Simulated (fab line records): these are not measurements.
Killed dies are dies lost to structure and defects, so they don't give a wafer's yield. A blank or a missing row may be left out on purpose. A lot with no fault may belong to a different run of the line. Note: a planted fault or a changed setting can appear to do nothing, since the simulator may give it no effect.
Which of the tools did it? | flow n5Finfet | 36 wafers sampled from 12 lots at 1 step of a route of 1938

WHAT EACH GAUGE READ, for each wafer
N5_BEOL_M9_OCD_MEAS_38.
lot  | measured     | on     | trenchDepthNm (nm)
L076 | day 11 12:14 | ocd-02 | 150.7 148.1 149.5
L078 | day 12 10:02 | ocd-02 | 146.9 147.5 148.9
L080 | day 12 15:16 | ocd-02 | 148.0 147.5 148.5
L079 | day 12 18:34 | ocd-01 | 150.5 149.8 148.3
L082 | day 13 19:48 | ocd-01 | 147.8 147.6 147.9
L085 | day 14 04:30 | ocd-02 | 154.7 152.1 151.7
L089 | day 14 10:39 | ocd-02 | 153.8 154.6 154.9
L088 | day 15 04:19 | ocd-02 | 154.1 150.5 149.4
L091 | day 15 08:07 | ocd-01 | 148.3 146.6 149.0
L092 | day 15 10:53 | ocd-01 | 148.1 150.0 149.1
L095 | day 16 22:11 | ocd-02 | 150.6 153.3 154.7
L097 | day 17 16:32 | ocd-01 | 148.9 147.2 148.5

TOOL THAT RAN EACH LOT (tool first, then ch and the chambers of the sampled wafers, then the start)
There is no process step in the record ahead of these readings.

THE ANSWER, worked out from the rows above alone
Rule: what is usual is taken from the lots themselves. Put in order of their means at a reading, lots are off if they are a third of the lots or fewer, leave a main group of 4 or more, and stand apart from it by a gap of 3 or more times the standard deviation of the main group's means; of several such gaps the widest counts. If all means in a main group match to the digits the tables above print for the reading, that group is not used. Also off: a lot with no number at a reading for which 4 or more lots have one. Any other lot the step has rows for is counted as sound.
Nothing can be told from this: no lot is off at any reading shown.

WHAT THE SIMULATOR PUT IN
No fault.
